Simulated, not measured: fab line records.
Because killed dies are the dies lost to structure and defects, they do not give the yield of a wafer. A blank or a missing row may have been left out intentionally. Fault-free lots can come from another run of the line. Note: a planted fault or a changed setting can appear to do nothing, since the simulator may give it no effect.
fab line records -- flow nand_harc -- part 2 of 2: steps 5 to 6 of 6
record: lots: 24, wafers: 72, last_day: 34
route steps=1302 shown P_GATE@146 P_CONTACT@219 P_M0@272
lots untouched by any fault: they come from a run of this same line in which no faults occurred
start_h: start of the lot's first displayed wafer, in hours after the record's first day -- wait_h: how many hours have passed since the lot's step before this one -- " unchanged from the row above -- L1.1+2: a single row standing in for several wafers -- - no value, or no start was given -- * or withheld: withheld -- < > ~ a bound
route shown NAME@n: a module of which the file shows steps, and the number in the route of the first -- usual: mean and standard deviation over wafers with no fault -- same: alike in all rows -- chamber/n: place in a boat -- sites: the reading at each site -- _std_site: the values' standard deviation -- _edge_site: outer sites' mean less inner sites' -- radius_mm: how far each site lies from the wafer's centre -- mask NAME#n: copy n -- behind: the most recent tool/chamber to have shaped the wafer -- hold: reason for holding the lot/hours on hold/outcome of the hold -- device: the transistor (n, p or np) that didn't switch -- end of line: tests of these same wafers at the route's end -- a step without rows: its recipe alone -- killed: the dies lost at the first sort to structure and to defects; this is not the yield of the wafer -- map: the dies of a wafer, with x for killed, . for not killed, _ for no die there
set.NAME: setting as actually run; set.NAME@STEP: the setting as run at that earlier step -- model.NAME: the simulator's own value behind a step, which no gauge read
route steps across a sampled set of lots; one table per step, one row per wafer
services: from which hour (start_h, from the record's first day; less than 0 if before it) a tool's chamber was out of use, for how many hours, and why
== steps ==
step: NHARC_P_CONTACT_STRIP_28
recipe: o2_flow_sccm: 500, ar_flow_sccm: 0, bias_w: 0, chemistry: O2
usual: drypump_motor_current_A: 5.6/0.39, oes_product_au: 0.999/0.0071, rf_vpp_V: 57.9/0.87, showerhead_plenum_p_Torr: 3.53/0.13, throttle_valve_pct: 17.037/0.0088
lot.wafer,tool,chamber,start_h,wait_h,drypump_motor_current_A,oes_product_au,rf_hours_counter_h,rf_vpp_V,showerhead_plenum_p_Torr,throttle_valve_pct
L074.2,rie_diel-05,0,126.30,0.1,5.2,1.004,1.4,57.2,3.34,17.036
L074.3,rie_diel-05,1,126.30,0.1,5.5,0.995,1.3,59.2,3.66,17.033
L074.6,rie_diel-05,0,126.30,0.1,5.2,1.005,-,57.1,3.34,17.045
L076.2,rie_diel-10,2,141.47,0.1,4.9,0.987,2.1,57.5,3.37,17.029
L076.4,rie_diel-10,3,141.47,0.1,6.2,0.995,1.2,58.9,3.71,17.017
L076.3,rie_diel-10,1,141.47,0.1,5.8,0.991,2.5,57.2,3.62,17.043
L075.3,rie_diel-05,3,142.13,0.1,6.4,0.993,2.4,59.1,3.63,17.031
L075.5,rie_diel-05,1,142.13,0.1,5.5,0.992,-,57.7,3.66,17.027
L075.6,rie_diel-05,2,142.13,0.1,5.3,0.985,-,58.0,3.69,17.045
L077.4,rie_diel-08,2,147.93,0.1,5.7,1.009,4.2,57.9,3.51,17.031
L077.6,rie_diel-08,2,147.93,0.1,5.7,1.006,-,57.4,3.51,17.046
L077.5,rie_diel-08,3,147.93,0.1,5.3,1.005,-,57.8,3.45,17.037
L078.2,rie_diel-05,1,160.74,0.1,5.5,1.001,2.5,58.7,3.66,17.047
L078.1,rie_diel-05,3,160.74,0.1,6.4,0.998,3.1,58.2,3.63,17.032
L078.3,rie_diel-05,0,160.74,0.1,5.2,0.999,2.5,55.9,3.34,17.045
L079.4,rie_diel-05,1,168.11,0.1,5.5,1.009,2.7,56.9,3.66,17.034
L079.1,rie_diel-05,2,168.11,0.1,5.2,0.998,3.0,58.9,3.69,17.045
L079.3,rie_diel-05,3,168.11,0.1,6.4,0.983,3.2,58.1,3.63,17.033
L080.4,rie_diel-05,3,175.76,0.1,6.4,1.004,3.3,58.6,3.63,17.045
L080.2,rie_diel-05,1,175.76,0.1,5.5,1.000,2.8,57.2,3.66,17.036
L080.6,rie_diel-05,0,175.76,0.1,5.2,1.004,-,57.2,3.34,17.036
L081.2,rie_diel-08,2,187.09,0.1,5.7,1.005,5.7,58.9,3.51,17.046
L081.3,rie_diel-08,0,187.09,0.1,5.3,0.999,4.7,58.2,3.45,17.051
L081.5,rie_diel-08,2,187.09,0.1,5.7,1.000,-,59.7,3.51,17.047
L082.2,rie_diel-05,1,199.74,0.1,5.5,0.996,3.3,58.4,3.66,17.028
L082.1,rie_diel-05,0,199.74,0.1,5.2,0.999,3.3,57.1,3.34,17.038
L082.5,rie_diel-05,2,199.74,0.1,5.2,0.989,-,57.8,3.69,17.043
L083.4,rie_diel-08,1,206.87,0.1,5.6,0.986,0.4,57.2,3.31,17.034
L083.2,rie_diel-08,0,206.87,0.1,5.3,1.001,0.3,57.3,3.45,17.041
L083.5,rie_diel-08,2,206.87,0.1,5.7,0.993,-,58.1,3.51,17.013
L084.4,rie_diel-10,0,221.04,0.1,5.6,1.002,7.8,58.0,3.56,17.039
L084.2,rie_diel-10,2,221.04,0.1,4.9,0.999,7.6,58.2,3.37,17.039
L084.6,rie_diel-10,3,221.04,0.1,6.2,1.005,-,57.1,3.71,17.049
L085.4,rie_diel-10,3,225.03,0.1,6.2,1.002,4.1,58.8,3.71,17.032
L085.2,rie_diel-10,1,225.03,0.1,5.8,1.002,8.0,57.2,3.61,17.032
L085.3,rie_diel-10,2,225.03,0.1,4.9,1.013,7.7,57.5,3.37,17.035
L086.4,rie_diel-10,3,238.35,0.1,6.2,0.995,4.9,58.0,3.71,17.046
L086.3,rie_diel-10,0,238.35,0.1,5.7,1.000,8.5,57.6,3.56,17.047
L086.6,rie_diel-10,2,238.35,0.1,4.9,1.000,-,57.5,3.37,17.028
L087.3,rie_diel-08,3,246.34,0.1,5.3,1.007,1.5,56.6,3.45,17.043
L087.4,rie_diel-08,0,246.34,0.1,5.2,1.012,1.7,56.8,3.45,17.041
L087.6,rie_diel-08,0,246.34,0.1,5.3,1.003,-,57.0,3.45,17.038
L088.3,rie_diel-10,1,264.60,0.1,5.8,0.997,0.8,57.1,3.61,17.034
L088.4,rie_diel-10,2,264.60,0.1,4.9,1.000,0.7,57.7,3.37,17.047
L088.6,rie_diel-10,1,264.60,0.1,5.8,0.995,-,59.4,3.61,17.047
L089.2,rie_diel-08,1,265.62,0.1,5.6,0.994,2.5,57.7,3.31,17.040
L089.1,rie_diel-08,2,265.62,0.1,5.7,1.003,2.3,57.5,3.51,17.036
L089.6,rie_diel-08,2,265.62,0.1,5.7,1.003,-,59.2,3.51,17.041
L090.3,rie_diel-05,1,279.87,0.1,5.5,1.007,1.1,59.6,3.66,17.040
L090.2,rie_diel-05,0,279.87,0.1,5.2,1.014,1.1,57.4,3.34,17.025
L090.5,rie_diel-05,1,279.87,0.1,5.5,1.011,-,59.4,3.66,17.036
L091.4,rie_diel-10,2,280.91,0.1,4.9,1.000,2.1,56.6,3.37,17.027
L091.3,rie_diel-10,3,280.91,0.1,6.2,1.000,1.5,58.7,3.71,17.034
L091.6,rie_diel-10,0,280.91,0.1,5.6,1.005,-,58.0,3.56,17.044
L092.4,rie_diel-05,3,313.77,0.1,6.4,1.003,1.8,57.7,3.63,17.038
L092.5,rie_diel-05,2,313.77,0.1,5.2,0.993,-,58.6,3.69,17.054
L092.6,rie_diel-05,3,313.77,0.1,6.4,1.003,-,57.8,3.63,17.045
L093.4,rie_diel-08,1,314.16,0.1,5.6,1.010,3.9,58.0,3.31,17.039
L093.5,rie_diel-08,2,314.16,0.1,5.7,1.002,-,59.1,3.51,17.031
L093.6,rie_diel-08,3,314.16,0.1,5.4,1.008,-,57.1,3.44,17.033
L094.4,rie_diel-10,1,320.22,0.1,5.8,0.996,4.0,56.8,3.61,17.027
L094.1,rie_diel-10,2,320.22,0.1,4.9,1.003,3.8,57.0,3.36,17.032
L094.2,rie_diel-10,3,320.22,0.1,6.2,1.008,3.3,59.0,3.71,17.035
L095.2,rie_diel-05,0,332.67,0.1,5.3,0.993,2.0,57.8,3.34,17.033
L095.6,rie_diel-05,0,332.67,0.1,5.3,0.996,-,59.3,3.34,17.046
L095.5,rie_diel-05,1,332.67,0.1,5.5,0.995,-,58.8,3.66,17.036
L096.3,rie_diel-08,3,342.19,0.1,5.4,0.995,4.4,57.9,3.44,17.052
L096.2,rie_diel-08,0,342.19,0.1,5.3,1.006,4.7,58.2,3.45,17.031
L096.5,rie_diel-08,2,342.19,0.1,5.7,1.013,-,58.6,3.51,17.044
L097.1,rie_diel-08,2,349.72,0.1,5.7,1.015,4.7,56.9,3.51,17.044
L097.2,rie_diel-08,0,349.72,0.1,5.3,0.999,4.7,58.4,3.45,17.031
L097.5,rie_diel-08,3,349.72,0.1,5.4,1.000,-,57.4,3.44,17.056
step: NHARC_P_M0_DEGAS_28
recipe: temp_c: 250, time_s: 60
usual: heater_power_w: 316/15
lot.wafer,tool,chamber,start_h,wait_h,heater_power_w
L074.3,pvd_sputter-03,-,130.47,-,304
L074.2,pvd_sputter-03,-,130.47,-,337
L074.6,pvd_sputter-03,-,130.47,-,311
L076.2,pvd_sputter-02,-,145.85,-,328
L076.4,pvd_sputter-02,-,145.85,-,326
L076.3,pvd_sputter-02,-,145.85,-,318
L075.3,pvd_sputter-01,-,146.54,-,309
L075.5,pvd_sputter-01,-,146.54,-,306
L075.6,pvd_sputter-01,-,146.54,-,321
L077.4,pvd_sputter-03,-,152.21,-,340
L077.6,pvd_sputter-03,-,152.21,-,316
L077.5,pvd_sputter-03,-,152.21,-,339
L078.1,pvd_sputter-03,-,164.79,-,337
L078.3,pvd_sputter-03,-,164.79,-,303
L078.2,pvd_sputter-03,-,164.79,-,316
L079.3,pvd_sputter-02,-,172.30,-,322
L079.1,pvd_sputter-02,-,172.30,-,321
L079.4,pvd_sputter-02,-,172.30,-,319
L080.4,pvd_sputter-01,-,179.97,-,313
L080.2,pvd_sputter-01,-,179.97,-,320
L080.6,pvd_sputter-01,-,179.97,-,313
L081.2,pvd_sputter-01,-,191.56,-,298
L081.3,pvd_sputter-01,-,191.56,-,296
L081.5,pvd_sputter-01,-,191.56,-,298
L082.1,pvd_sputter-01,-,204.07,-,296
L082.2,pvd_sputter-01,-,204.07,-,299
L082.5,pvd_sputter-01,-,204.07,-,288
L083.2,pvd_sputter-01,-,211.03,-,298
L083.4,pvd_sputter-01,-,211.03,-,297
L083.5,pvd_sputter-01,-,211.03,-,292
L084.2,pvd_sputter-02,-,225.22,-,322
L084.4,pvd_sputter-02,-,225.22,-,318
L084.6,pvd_sputter-02,-,225.22,-,325
L085.2,pvd_sputter-02,-,229.18,-,337
L085.3,pvd_sputter-02,-,229.18,-,335
L085.4,pvd_sputter-02,-,229.18,-,318
L086.3,pvd_sputter-02,-,242.60,-,314
L086.4,pvd_sputter-02,-,242.60,-,339
L086.6,pvd_sputter-02,-,242.60,-,314
L087.4,pvd_sputter-01,-,251.08,-,310
L087.3,pvd_sputter-01,-,251.08,-,320
L087.6,pvd_sputter-01,-,251.08,-,322
L088.4,pvd_sputter-01,-,269.28,-,317
L088.3,pvd_sputter-01,-,269.28,-,302
L088.6,pvd_sputter-01,-,269.28,-,306
L089.2,pvd_sputter-02,-,269.74,-,320
L089.1,pvd_sputter-02,-,269.74,-,314
L089.6,pvd_sputter-02,-,269.74,-,320
L090.2,pvd_sputter-03,-,284.17,-,336
L090.3,pvd_sputter-03,-,284.17,-,344
L090.5,pvd_sputter-03,-,284.17,-,312
L091.4,pvd_sputter-01,-,285.14,-,306
L091.3,pvd_sputter-01,-,285.14,-,337
L091.6,pvd_sputter-01,-,285.14,-,306
L092.4,pvd_sputter-01,-,317.90,-,322
L092.6,pvd_sputter-01,-,317.90,-,290
L092.5,pvd_sputter-01,-,317.90,-,323
L093.4,pvd_sputter-02,-,318.31,-,341
L093.6,pvd_sputter-02,-,318.31,-,329
L093.5,pvd_sputter-02,-,318.31,-,303
L094.1,pvd_sputter-01,-,324.34,-,313
L094.2,pvd_sputter-01,-,324.34,-,301
L094.4,pvd_sputter-01,-,324.34,-,288
L095.2,pvd_sputter-03,-,336.70,-,340
L095.5,pvd_sputter-03,-,336.70,-,341
L095.6,pvd_sputter-03,-,336.70,-,332
L096.3,pvd_sputter-02,-,346.40,-,329
L096.2,pvd_sputter-02,-,346.40,-,355
L096.5,pvd_sputter-02,-,346.40,-,300
L097.1,pvd_sputter-01,-,354.40,-,333
L097.2,pvd_sputter-01,-,354.40,-,320
L097.5,pvd_sputter-01,-,354.40,-,340
== services ==
tool,chamber,start_h,hours,kind
cmp-01,-,87.15,0.6,repair
cmp-01,-,87.77,4.0,pm
cmp-01,-,91.80,1.0,repair
rie_diel-05,0,97.61,3.9,repair
rie_diel-03,-,104.30,9.0,pm
rie_diel-05,2,125.55,4.0,repair
pvd_sputter-01,-,142.74,2.1,repair
cmp-01,-,148.33,1.7,repair
rie_diel-10,3,157.79,23.3,repair
rie_diel-10,-,164.56,0.1,repair
cmp-01,-,185.77,4.0,pm
rie_diel-05,2,190.15,5.4,repair
rie_diel-08,-,190.80,9.0,pm
pvd_sputter-01,-,227.30,10.0,pm
rie_diel-05,-,229.60,9.0,pm
cmp-01,-,231.52,2.9,repair
rie_diel-10,1,233.09,1.8,repair
rie_diel-10,-,242.50,9.0,pm
pvd_sputter-01,-,251.77,2.6,repair
rie_diel-10,3,262.04,1.8,repair
rie_diel-03,-,281.30,9.0,pm
rie_diel-08,3,297.18,6.9,repair
rie_diel-03,1,305.29,5.7,repair
rie_diel-08,2,333.24,2.9,repair
